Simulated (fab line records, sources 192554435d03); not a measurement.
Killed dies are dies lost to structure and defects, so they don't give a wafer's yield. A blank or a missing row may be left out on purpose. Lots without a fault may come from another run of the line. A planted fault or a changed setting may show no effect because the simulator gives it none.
fab line records | flow n5_finfet
record lots=9 wafers=26 last_day=17
route steps=1938 shown HKMG_FIN@438 BEOL_M4@1111 PASSIVATION@1936
lots that met no fault: from a run of the same line without faults
start_h: hours from the record's first day to the start of the lot's first wafer shown | wait_h: hours since the lot's step before | " the same as in the row above | L1.1+2: a row that stands for several wafers | - no value, or no start given | * or withheld: withheld | < > ~ a bound
route shown NAME@n: a module of which the file shows steps, and the number in the route of the first | usual: mean/standard deviation of fault-free wafers | same: alike in all rows | chamber/n: place in a boat | sites: the reading at each site | _std_site: their standard deviation | _edge_site: outer sites' mean less inner sites' | radius_mm: how far each site lies from the wafer's centre | mask NAME#n: copy n | behind: the tool/chamber that last shaped the wafer | hold: why the lot was held/for how many hours/how that ended | device: the transistor (n, p or np) that didn't switch | end of line: the same wafers' tests at the end of the route | a step without rows: its recipe alone | killed: dies lost to structure and defects at the first sort, not the wafer's yield | map: a wafer's dies, x killed, . not, _ none there
set.NAME: the setting as run; set.NAME@STEP: as run at that earlier step | model.NAME: the simulator's own value behind a step, which no gauge read
steps of the route over a sample of lots; a table a step, a row a wafer
services: from which hour (start_h, from the record's first day; less than 0 if before it) a tool's chamber was out of use, for how many hours, and why
## steps
# step N5_HKMG_FIN_ETCH_35
# recipe chemistry=N2/H2 target=SOC target_depth_a=2158 ion_energy_ev=65 bias_w=5 source_w=3000 time_s=243.4 pressure_mtorr=30 n2_flow_sccm=200 h2_flow_sccm=200
# usual bias_w=4.997/0.017 drypump_motor_current_A=5.6/0.38 oes_product_au=0.79/0.095 rf_vpp_V=141.5/0.97 showerhead_plenum_p_Torr=2.52/0.064 throttle_valve_pct=17.7/0.33
# columns lot.wafer tool chamber start_h wait_h bias_w drypump_motor_current_A oes_product_au rf_hours_counter_h rf_vpp_V showerhead_plenum_p_Torr throttle_valve_pct
L969.2 rie_diel-03 0 81.85 0.0 4.993 6.4 0.74 147 142.3 2.53 17.8
L969.5 " 0 " " 4.994 6.4 0.74 - 141.4 2.53 17.8
L974.2 rie_diel-04 1 108.89 0.0 4.967 5.4 0.99 3 141.3 2.50 17.8
L974.4 " 1 " " 4.985 5.4 0.99 - 141.7 2.50 17.7
L974.6 " 2 " " 5.011 5.5 0.88 - 141.8 2.47 17.2
L976.1 rie_diel-01 0 117.91 0.0 5.008 5.8 0.75 191 140.7 2.41 17.7
L976.4 " 1 " " 5.041 5.7 0.88 36 139.9 2.58 17.2
L976.5 " 2 " " 5.007 5.9 0.68 - 140.9 2.51 18.0
L977.1 rie_diel-03 3 123.73 0.0 5.020 5.4 0.70 211 141.5 2.53 18.3
L977.4 " 3 " " 5.017 5.4 0.71 - 141.6 2.53 18.3
L977.5 " 2 " " 4.999 5.6 0.96 - 142.5 2.60 17.3
L986.1 rie_diel-03 0 178.81 0.0 4.992 6.3 0.72 186 141.1 2.52 17.9
L986.3 " 2 " " 5.002 5.6 0.92 30 142.2 2.59 17.3
L986.6 " 2 " " 5.001 5.7 0.92 - 141.3 2.59 17.3
L988.2 rie_diel-04 1 190.93 0.0 4.990 5.4 0.90 30 140.8 2.49 17.8
L988.3 " 0 " " 5.028 6.1 0.72 234 141.0 2.48 17.7
L988.5 " 1 " " 5.020 5.4 0.90 - 141.8 2.49 17.8
L989.1 rie_diel-01 1 197.57 0.0 4.989 5.8 0.83 69 141.5 2.57 17.3
L989.4 " 0 " " 4.999 5.8 0.72 219 142.3 2.40 17.8
L989.5 " 3 " " 4.997 5.3 0.69 - 142.7 2.62 17.8
L990.1 rie_diel-03 2 202.90 0.0 5.011 5.7 0.90 38 141.4 2.59 17.3
L990.3 " 3 " " 5.014 5.4 0.69 240 140.4 2.52 18.3
L990.6 " 2 " " 5.014 5.6 0.90 - 142.0 2.59 17.3
L991.2 rie_diel-04 3 208.57 0.0 4.976 4.9 0.73 176 140.8 2.45 18.0
L991.3 " 1 " " 4.978 5.4 0.88 38 143.0 2.48 17.8
L991.5 " 3 " " 4.966 4.9 0.73 - 138.5 2.45 18.0
# step N5_HKMG_FIN_STRIP_88
# recipe chemistry=N2/H2 power_w=2500 temp_c=300 h2_frac=0.65 time_s=360 pressure_mtorr=withheld n2_flow_sccm=1750 h2_flow_sccm=3250
# usual drypump_motor_current_A=5.9/0.54 heater_power_w=514/35
# columns lot.wafer tool chamber start_h wait_h drypump_motor_current_A heater_power_w rf_hours_counter_h
L969.2 plasma_asher-01 0 83.12 0.0 6.5 562 40
L969.5 " 0 " " 6.5 562 -
L974.2 plasma_asher-01 0 110.16 0.0 6.5 558 46
L974.4 " 0 " " 6.5 563 -
L974.6 " 0 " " 6.4 562 -
L976.1 plasma_asher-02 0 119.19 0.0 5.0 499 96
L976.4 " 0 " " 4.9 505 -
L976.5 " 0 " " 5.0 507 -
L977.1 plasma_asher-02 1 125.00 0.0 5.8 479 98
L977.4 " 0 " " 4.9 515 -
L977.5 " 0 " " 4.9 511 -
L986.1 plasma_asher-01 0 180.09 0.0 6.5 562 59
L986.3 " 1 " " 6.1 524 -
L986.6 " 0 " " 6.5 558 -
L988.2 plasma_asher-02 0 192.20 0.0 5.0 509 112
L988.3 " 0 " " 5.0 515 -
L988.5 " 1 " " 5.8 460 -
L989.1 plasma_asher-02 1 198.86 0.0 5.9 468 113
L989.4 " 1 " " 5.8 459 -
L989.5 " 1 " " 5.8 452 -
L990.1 plasma_asher-02 1 204.16 0.0 5.8 453 114
L990.3 " 1 " " 5.9 456 -
L990.6 " 0 " " 5.0 506 -
L991.2 plasma_asher-01 0 209.84 0.0 6.5 555 64
L991.3 " 0 " " 6.4 567 -
L991.5 " 0 " " 6.4 562 -
# step N5_HKMG_FIN_ALD_71
# recipe material=TiN target_thk_a=10 temp_c=400 ald_precursor_family=TiCl4 ald_co_reactant=NH3 pulse_time_s=1 purge_time_s=3 co_reactant_purge_time_s=2 co_reactant_pulse_time_s=2 ald_cycles=47 pressure_torr=3
# usual heater_power_w=846/96 precursor_pulse_height_rel=1.000/0.019 susceptor_temp_C=399.98/0.24
# columns lot.wafer tool chamber start_h wait_h heater_power_w precursor_pulse_height_rel susceptor_temp_C
L969.2 ald_metal-04 1 83.60 0.0 835 1.000 399.95
L969.5 " 1 " " 813 1.030 399.98
L974.2 ald_metal-04 2 110.64 0.0 843 1.003 399.93
L974.4 " 3 " " 800 1.008 400.31
L974.6 " 2 " " 833 1.017 399.90
L976.1 ald_metal-03 0 119.67 0.0 861 1.012 399.77
L976.4 " 1 " " 867 1.006 400.05
L976.5 " 1 " " 855 1.002 400.07
L977.1 ald_metal-04 3 125.48 0.0 808 1.025 400.08
L977.4 " 1 " " 813 0.957 400.13
L977.5 " 0 " " 809 0.956 400.28
L986.1 ald_metal-04 1 180.57 0.0 783 1.001 393.14
L986.3 " 2 " " 788 0.991 392.68
L986.6 " 2 " " 782 1.008 392.70
L988.2 ald_metal-04 0 192.87 0.0 778 1.049 392.80
L988.3 " 1 " " 789 0.986 392.85
L988.5 " 1 " " 788 1.014 393.01
L989.1 ald_metal-02 3 199.34 0.0 1103 0.992 399.84
L989.4 " 2 " " 687 0.985 399.69
L989.5 " 1 " " 784 1.007 399.85
L990.1 ald_metal-02 1 204.65 0.0 763 1.002 399.89
L990.3 " 0 " " 866 0.990 400.03
L990.6 " 3 " " 1084 1.015 400.27
L991.2 ald_metal-02 0 210.32 0.0 869 0.995 400.04
L991.3 " 1 " " 780 1.013 399.78
L991.5 " 3 " " 1080 1.004 399.77
# step N5_HKMG_FIN_ALD_72
# recipe material=W target_thk_a=20 temp_c=300 pressure_torr=7.5 ald_precursor_family=WF6 ald_co_reactant=B2H6 pulse_time_s=1 purge_time_s=2 co_reactant_purge_time_s=2 co_reactant_pulse_time_s=3 ald_cycles=7
# usual heater_power_w=437/24 precursor_pulse_height_rel=0.998/0.021 susceptor_temp_C=299.98/0.2
# columns lot.wafer tool chamber start_h wait_h heater_power_w precursor_pulse_height_rel susceptor_temp_C
L969.2 cvd_w-02 1 85.05 0.2 473 1.009 299.78
L969.5 " 0 " " 413 1.001 300.01
L974.2 cvd_w-02 1 112.10 0.2 479 0.973 300.04
L974.4 " 0 " " 414 1.007 300.47
L974.6 " 0 " " 412 0.971 300.08
L976.1 cvd_w-01 0 121.38 0.2 450 1.003 300.04
L976.4 " 0 " " 456 0.987 299.92
L976.5 " 1 " " 411 1.017 299.58
L977.1 cvd_w-02 0 126.93 0.2 422 1.039 300.26
L977.4 " 1 " " 465 0.999 300.06
L977.5 " 1 " " 469 0.979 300.33
L986.1 cvd_w-01 0 182.08 0.2 456 1.017 299.82
L986.3 " 0 " " 445 0.971 299.90
L986.6 " 0 " " 467 1.024 300.00
L988.2 cvd_w-02 1 194.35 0.2 469 1.009 299.86
L988.3 " 0 " " 411 0.992 299.74
L988.5 " 0 " " 409 1.018 299.43
L989.1 cvd_w-01 1 200.98 0.2 409 1.021 299.98
L989.4 " 1 " " 428 0.967 299.80
L989.5 " 0 " " 458 0.965 300.23
L990.1 cvd_w-01 0 206.09 0.2 448 1.014 300.11
L990.3 " 0 " " 455 1.001 300.08
L990.6 " 1 " " 415 0.973 300.32
L991.2 cvd_w-01 0 211.77 0.2 444 1.028 299.98
L991.3 " 0 " " 444 1.020 299.99
L991.5 " 1 " " 419 0.973 299.83
# step N5_BEOL_M4_RC_MEAS_101
# usual DIBL_N=36.2/2 DIBL_P=36.1/2.4 IOFF_N=0.16/0.035 IOFF_P=0.22/0.041 ION_N=675/14 ION_P=465/8.6 SS_N=71.5/0.64 SS_P=73.2/0.76 VT_N=250/3.9 VT_P=-249/3.4
# columns lot.wafer tool chamber start_h wait_h DIBL_N[mV/V] DIBL_P[mV/V] IOFF_N[nA/um] IOFF_P[nA/um] ION_N[uA/um] ION_P[uA/um] SS_N[mV/dec] SS_P[mV/dec] VT_N[mV] VT_P[mV]
L969.2 prober-02 0 175.05 0.2 38.0 37.1 0.19 0.23 692 470 72.1 73.5 247 -248
L969.5 " 0 " " 38.1 37.0 0.19 0.22 686 465 71.9 73.8 249 -252
L974.2 prober-02 0 209.19 0.2 38.1 38.2 0.18 0.24 681 465 72.1 74.5 247 -249
L974.4 " 0 " " 38.1 38.2 0.17 0.24 670 457 72.8 73.7 251 -247
L974.6 " 0 " " 37.6 37.4 0.17 0.23 672 463 72.0 73.8 248 -251
L977.1 prober-01 0 213.22 0.0 35.8 36.1 0.17 0.22 674 459 72.0 72.8 245 -247
L977.4 " 0 " " 39.0 40.3 0.22 0.29 679 463 72.3 73.5 248 -244
L977.5 " 0 " " 36.4 37.6 0.18 0.25 686 467 70.7 74.2 248 -245
L976.1 prober-01 0 225.70 0.0 38.1 38.1 0.19 0.27 684 475 71.7 73.3 246 -244
L976.4 " 0 " " 35.5 34.8 0.14 0.23 669 472 71.5 72.6 253 -249
L976.5 " 0 " " 39.5 39.4 0.23 0.31 694 474 72.5 74.0 246 -245
L986.1 prober-02 0 272.29 0.0 34.9 33.2 0.13 0.18 677 466 70.9 72.7 251 -251
L986.3 " 0 " " 38.7 37.5 0.19 0.24 674 463 72.2 74.4 248 -247
L986.6 " 0 " " 40.8 40.7 0.24 0.28 703 472 72.0 74.0 243 -247
L988.2 prober-02 0 293.23 0.2 34.1 34.6 0.12 0.19 664 465 71.1 73.1 257 -251
L988.3 " 0 " " 36.5 36.2 0.16 0.19 652 443 72.1 74.3 251 -254
L988.5 " 0 " " 36.6 36.6 0.16 0.20 676 464 71.7 73.3 251 -253
L990.1 prober-02 0 295.93 0.0 35.1 34.5 0.12 0.15 673 450 70.5 73.3 255 -255
L990.3 " 0 " " 39.0 38.9 0.17 0.20 664 453 72.7 74.4 254 -252
L990.6 " 0 " " 39.5 40.1 0.18 0.21 679 456 72.6 73.8 256 -253
L989.1 prober-02 0 297.34 0.0 38.8 35.0 0.19 0.21 685 461 71.5 73.3 249 -251
L989.4 " 0 " " 36.6 34.5 0.15 0.21 670 461 71.7 73.6 250 -249
L989.5 " 0 " " 33.3 30.0 0.10 0.16 654 456 70.7 71.6 254 -252
L991.2 prober-01 0 298.72 0.2 36.4 34.9 0.14 0.19 669 456 71.8 72.9 253 -251
L991.3 " 0 " " 37.7 37.5 0.19 0.22 682 464 71.5 74.7 247 -251
L991.5 " 0 " " 38.0 37.4 0.18 0.24 678 461 72.2 74.3 250 -246
# step N5_PASSIVATION_PROBE_49
# usual defect_limited_yield=91.1/1.4 killed_at_M0_to_M3=36/9.9 killed_at_M4_up=13/5.8 killed_at_contacts=14/5.9 killed_at_front_end=39/11 killed_at_other=3.4/2.9 killed_dies=105/17 killed_open=70/13 killed_short=34/7.3 sort_bin_5_function=5.3/1 sort_bin_6_memory=3.3/0.62 sort_n_pass=1075/17 sort_yield_pct=91.1/1.4
# same gross_dies=1180 killed_at_back_side=0 sort_bin_4_leakage[%]=0 sort_bin_8_speed[%]=0
# columns lot.wafer tool chamber start_h wait_h defect_limited_yield[%] killed_at_M0_to_M3 killed_at_M4_up killed_at_contacts killed_at_front_end killed_at_other killed_dies killed_open killed_short sort_bin_5_function[%] sort_bin_6_memory[%] sort_n_pass sort_yield_pct[%]
L969.2 prober-02 - 292.06 0.1 90.3 37 18 18 40 2 115 77 36 5.8 3.3 1065 90.3
L969.5 prober-02 - 292.21 0.2 91.6 26 16 12 44 1 99 72 24 5.5 2.5 1081 91.6
L977.1 prober-01 - 322.65 0.0 90.6 22 18 20 49 2 111 81 29 6.6 2.5 1069 90.6
L977.4 prober-01 - 322.80 0.2 92.5 22 11 15 37 4 89 64 25 4.5 2.7 1091 92.5
L977.5 prober-01 - 322.85 0.2 89.3 39 8 25 52 2 126 78 48 6.3 4.2 1054 89.3
L990.1 prober-01 - 400.45 0.0 91.9 34 11 15 36 0 96 65 28 4.7 2.9 1084 91.9
L990.3 prober-01 - 400.55 0.1 91.4 37 16 21 25 2 101 66 34 4.8 3.5 1079 91.4
L990.6 prober-01 - 400.70 0.3 91.1 45 15 17 26 2 105 68 36 5.4 3.2 1075 91.1
L991.2 prober-02 - 404.79 0.1 90.6 36 18 23 26 8 111 77 34 5.3 3.8 1069 90.6
L991.3 prober-02 - 404.84 0.1 89.2 34 15 29 43 7 128 97 31 6.9 3.7 1052 89.2
L991.5 prober-02 - 404.94 0.2 91.3 38 11 19 31 4 103 62 41 4.8 3.7 1077 91.3
L989.1 prober-01 - 411.01 0.0 90.9 30 32 10 29 6 107 77 27 5.9 2.7 1073 90.9
L989.4 prober-01 - 411.16 0.2 91.8 19 25 17 35 1 97 68 29 4.7 3.1 1083 91.8
L989.5 prober-01 - 411.21 0.2 91.4 29 20 15 36 1 101 70 30 5.7 2.5 1079 91.4
# killed by level:class
L969.2 MOL_CONTACT_COAG:geometric_particle:open=16 BEOL_M2:geometric_particle:open=9 FIN_SAQP:geometric_particle:open=8 FIN_SAQP:geometric_particle:short=8 BEOL_M4:geometric_particle:open=8 BEOL_M1:geometric_particle:open=7 BEOL_M3:geometric_particle:open=7 GATE_CUT:geometric_particle:short=6
L969.5 MOL_CONTACT_COAG:geometric_particle:open=11 DUMMY_GATE:geometric_particle:open=10 BEOL_M4:geometric_particle:open=9 STI_FIN_REVEAL:geometric_particle:open=8 BEOL_M0_SAQP:geometric_particle:open=6 BEOL_M0_SAQP:geometric_particle:short=5 BEOL_M3:geometric_particle:open=5 FIN_SAQP:geometric_particle:open=4
L977.1 MOL_CONTACT_COAG:geometric_particle:open=18 STI_FIN_REVEAL:geometric_particle:open=12 FIN_SAQP:geometric_particle:open=9 FIN_SAQP:geometric_particle:short=5 BEOL_M2:geometric_particle:open=5 BEOL_M3:geometric_particle:open=5 GATE_CUT:geometric_particle:open=4 BEOL_M0_SAQP:geometric_particle:open=4
L977.4 STI_FIN_REVEAL:geometric_particle:open=12 MOL_CONTACT_COAG:geometric_particle:open=12 BEOL_M0_SAQP:geometric_particle:short=6 BEOL_M2:geometric_particle:open=6 BEOL_M0_SAQP:geometric_particle:open=5 FIN_SAQP:geometric_particle:short=4 FIN_SAQP:geometric_particle:open=4 BEOL_M3:geometric_particle:open=4
L977.5 MOL_CONTACT_COAG:geometric_particle:open=18 STI_FIN_REVEAL:geometric_particle:open=16 BEOL_M0_SAQP:geometric_particle:short=13 FIN_SAQP:geometric_particle:short=10 BEOL_M0_SAQP:geometric_particle:open=10 MOL_CONTACT_COAG:geometric_particle:short=7 FIN_SAQP:geometric_particle:open=6 GATE_CUT:geometric_particle:short=5
L990.1 MOL_CONTACT_COAG:geometric_particle:open=11 STI_FIN_REVEAL:geometric_particle:open=9 BEOL_M0_SAQP:geometric_particle:short=8 FIN_SAQP:geometric_particle:open=7 GATE_CUT:geometric_particle:open=7 BEOL_M3:geometric_particle:open=7 BEOL_M2:geometric_particle:open=6 FIN_SAQP:geometric_particle:short=4
L990.3 MOL_CONTACT_COAG:geometric_particle:open=14 BEOL_M0_SAQP:geometric_particle:short=13 STI_FIN_REVEAL:geometric_particle:open=7 MOL_CONTACT_COAG:geometric_particle:short=7 BEOL_M2:geometric_particle:open=7 BEOL_M4:geometric_particle:open=7 FIN_SAQP:geometric_particle:open=5 BEOL_M3:geometric_particle:open=5
L990.6 MOL_CONTACT_COAG:geometric_particle:open=15 BEOL_M0_SAQP:geometric_particle:short=12 BEOL_M1:geometric_particle:open=10 BEOL_M0_SAQP:geometric_particle:open=7 FIN_SAQP:geometric_particle:short=6 FIN_SAQP:geometric_particle:open=5 BEOL_M3:geometric_particle:open=5 BEOL_M4:geometric_particle:open=4
L991.2 MOL_CONTACT_COAG:geometric_particle:open=21 BEOL_M0_SAQP:geometric_particle:short=11 BEOL_M0_SAQP:geometric_particle:open=10 FIN_SAQP:geometric_particle:open=9 BEOL_M5:geometric_particle:open=7 STI_FIN_REVEAL:geometric_particle:open=6 BEOL_M1:geometric_particle:open=5 FIN_SAQP:geometric_particle:short=4
L991.3 MOL_CONTACT_COAG:geometric_particle:open=27 STI_FIN_REVEAL:geometric_particle:open=11 BEOL_M0_SAQP:geometric_particle:open=9 FIN_SAQP:geometric_particle:open=7 BEOL_M4:geometric_particle:open=7 BEOL_M0_SAQP:geometric_particle:short=6 BEOL_M2:geometric_particle:open=6 FIN_SAQP:geometric_particle:short=5
L991.5 MOL_CONTACT_COAG:geometric_particle:open=15 BEOL_M0_SAQP:geometric_particle:short=15 FIN_SAQP:geometric_particle:short=7 STI_FIN_REVEAL:geometric_particle:open=7 BEOL_M0_SAQP:geometric_particle:open=7 BEOL_M3:geometric_particle:open=6 FIN_SAQP:geometric_particle:open=4 MOL_CONTACT_COAG:geometric_particle:short=4
L989.1 BEOL_M4:geometric_particle:open=22 MOL_CONTACT_COAG:geometric_particle:open=10 BEOL_M2:geometric_particle:open=9 BEOL_M0_SAQP:geometric_particle:open=7 STI_FIN_REVEAL:geometric_particle:open=6 BEOL_M4:geometric_particle:short=6 DUMMY_GATE:geometric_particle:open=5 BEOL_M3:geometric_particle:open=5
L989.4 BEOL_M4:geometric_particle:open=18 MOL_CONTACT_COAG:geometric_particle:open=13 FIN_SAQP:geometric_particle:short=8 DUMMY_GATE:geometric_particle:open=7 STI_FIN_REVEAL:geometric_particle:open=5 BEOL_M2:geometric_particle:open=5 BEOL_M3:geometric_particle:open=5 MOL_CONTACT_COAG:geometric_particle:short=4
L989.5 MOL_CONTACT_COAG:geometric_particle:open=15 BEOL_M4:geometric_particle:open=14 STI_FIN_REVEAL:geometric_particle:open=11 BEOL_M3:geometric_particle:open=10 FIN_SAQP:geometric_particle:short=6 BEOL_M3:geometric_particle:short=6 DUMMY_GATE:geometric_particle:open=5 STARTING-WAFER:geometric_particle:short=5
## services
# columns tool chamber start_h hours kind
cvd_w-01 1 65.43 3.2 repair
rie_diel-04 1 65.99 7.4 repair
rie_diel-04 2 76.84 9.3 repair
rie_diel-03 2 79.37 - clean
rie_diel-03 2 79.37 - consumable_replace:focus_ring
rie_diel-03 2 79.37 18.4 scheduled_down
rie_diel-03 2 79.37 18.4 vent_cycle
rie_diel-04 1 87.21 - clean
rie_diel-01 3 88.38 7.8 repair
rie_diel-04 3 90.75 21.3 repair
ald_metal-04 1 102.20 16.4 repair
rie_diel-03 1 119.26 - clean
rie_diel-03 1 119.26 - consumable_replace:focus_ring
rie_diel-03 1 119.26 19.8 scheduled_down
rie_diel-03 1 119.26 19.8 vent_cycle
ald_metal-03 3 132.59 21.6 repair
rie_diel-01 0 134.94 7.9 repair
ald_metal-04 3 147.88 5.8 repair
ald_metal-03 - 156.16 2.8 pm
ald_metal-03 0 162.74 13.9 repair
ald_metal-03 - 175.90 0.4 repair
rie_diel-03 1 188.21 2.4 repair
rie_diel-01 1 202.82 3.8 repair
ald_metal-04 - 209.16 4.3 pm
## key
first_sign step=N5_HKMG_FIN_ALD_71 reading=susceptor_temp_C direction=down sigmas=29 usual=* struck=*
effect none on later readings
met_at N5_HKMG_FIN_ALD_71
struck_lots L986,L988
baseline_loss step=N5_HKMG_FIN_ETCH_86 wafers=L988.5
not_acting_at N5_HKMG_FIN_ETCH_35,N5_HKMG_FIN_STRIP_88,N5_HKMG_FIN_ALD_72
onset_between 125.48 180.57
fault kind=process_parameter_drift tool=ald_metal-04 chamber=- onset_h=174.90 steps=N5_HKMG_FIN_ALD_71 channel=temp_c offset=* shape=step end_h=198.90 acts_in=* stated=*
# baseline_loss: these wafers lose ten dies or more at that step, a loss of the line's own and not of a fault; the sort's usual values leave them out
